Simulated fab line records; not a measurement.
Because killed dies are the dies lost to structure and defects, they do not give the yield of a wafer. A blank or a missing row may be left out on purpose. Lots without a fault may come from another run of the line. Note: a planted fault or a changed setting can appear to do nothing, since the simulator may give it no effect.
A struck lot beside a sound one    flow nand-harc    14 steps out of a route of 1302
Sound: these wafers, L341.1, L341.2, L341.3. Wafers L336.1, L336.2, L336.4 were the ones struck. Last of all comes the cause.
Each step with rows lists, per side, the tool, then ch with its chambers, then its first start. Under that, the readings that differ: sound wafers    struck wafers    difference of the means    sigmas: that difference in standard deviations of wafers without a fault.
alike: readings with means less than 2 such deviations apart, plus words and numbers identical on both sides. not compared: withheld readings, readings lacking a value on some wafer, bounds such as >300 that could conceal the same value, and numbers that have no deviation in the record and whose values overlap.
The two part at a step that has a row with sigmas, a row that says differs or no value, or rows on one side only. Numbers that have no deviation but don't overlap get no sigmas and don't part them. A reading missing from all wafers of one side parts the sides only when that side holds two or more wafers.

NHARC_P_M2_OVL_MEAS_10: pitch 340 nm.
  sound on overlay-02, day 14 05:35; struck on overlay-01, day 12 02:25
  alike: overlay-x-nm, overlay-y-nm
NHARC_P_M2_INSPECT_11:
  sound on defect-inspect-02, day 14 05:37; struck on defect-inspect-02, day 12 02:27
  alike: raw-defect-count
NHARC_P_M2_DESCUM_14: chemistry O2, time 3 s.
  sound on rie-diel-05 ch 0,2,3, day 14 05:41; struck on rie-diel-07 ch 0,2,3, day 12 02:31
reading                 sound        struck       difference  sigmas
rf-hours-counter-h (h)  4.4 2.4 3.8  6.4 6.1 6.3  +2.7        
  alike: drypump-motor-current-A, oes-product-au, rf-vpp-V, showerhead-plenum-p-Torr, throttle-valve-pct
NHARC_P_M2_ETCH_35: etches the open film in N2/H2, target depth 40 nm, overetch 12 nm, time 43.94 s.
  sound on rie-diel-05 ch 0,2,3, day 14 05:47; struck on rie-diel-07 ch 1,2,3, day 12 02:35
reading                 sound        struck       difference  sigmas
rf-hours-counter-h (h)  4.4 2.4 3.8  6.3 6.0 6.4  +2.7        
  alike: drypump-motor-current-A, oes-product-au, rf-vpp-V, showerhead-plenum-p-Torr, throttle-valve-pct
NHARC_P_M2_ETCH_15: etches the open film in C4F8/Ar, target depth 182.5 nm, time 91.2 s.
  sound on rie-diel-05 ch 0,2,3; struck on rie-diel-07 ch 0,2,3
reading                 sound        struck       difference  sigmas
rf-hours-counter-h (h)  2.4 3.9 4.4  6.1 6.4 6.3  +2.7        
  alike: oes-product-au, rf-vpp-V
NHARC_P_M2_CD_MEAS_16:
  sound on cd-sem-03, day 14 06:02; struck on cd-sem-02, day 12 02:49
  alike: cd-nm
then, 4 steps without rows for these wafers: NHARC_P_M2_STRIP_18 (strips in N2/H2); NHARC_P_M2_ETCH_28 (etches the open film in CF4/N2, target depth 30 nm, time 72.99 s); NHARC_P_M2_STRIP_19 (strips in post etch residue remover, time 600 s); NHARC_P_M2_DEGAS_29 (time 60 s).
NHARC_P_M2_PRE_CLEAN_30: time 30 s.
  sound on pvd-sputter-02; struck on pvd-sputter-03
  alike: heater-power-w
NHARC_P_M2_PVD_20: deposits TaN, target thk 5 nm, time 8.06 s.
  sound on pvd-sputter-02; struck on pvd-sputter-03
  alike: bias-v, cathode-dc-power-W, substrate-temp-c, throttle-valve-pct
NHARC_P_M2_PVD_21: deposits Cu, target thk 30 nm, time 20.49 s.
  sound on pvd-sputter-02, day 14 06:59; struck on pvd-sputter-03, day 12 03:45
  no value came back on the struck wafers for cathode-dc-power-W (W), chamber-pressure-pa (Pa), substrate-temp-c (C), throttle-valve-pct (%); on the sound wafers cathode-dc-power-W (W) reads 4999.1 5000.9 4999.9
then, 1 step without rows for these wafers: NHARC_P_M2_ECD_22 (material Cu, target thk 400 nm).

## WHERE THEY PART
Only at NHARC_P_M2_PVD_21, as far as this record shows.

WHY: what the simulator had put in
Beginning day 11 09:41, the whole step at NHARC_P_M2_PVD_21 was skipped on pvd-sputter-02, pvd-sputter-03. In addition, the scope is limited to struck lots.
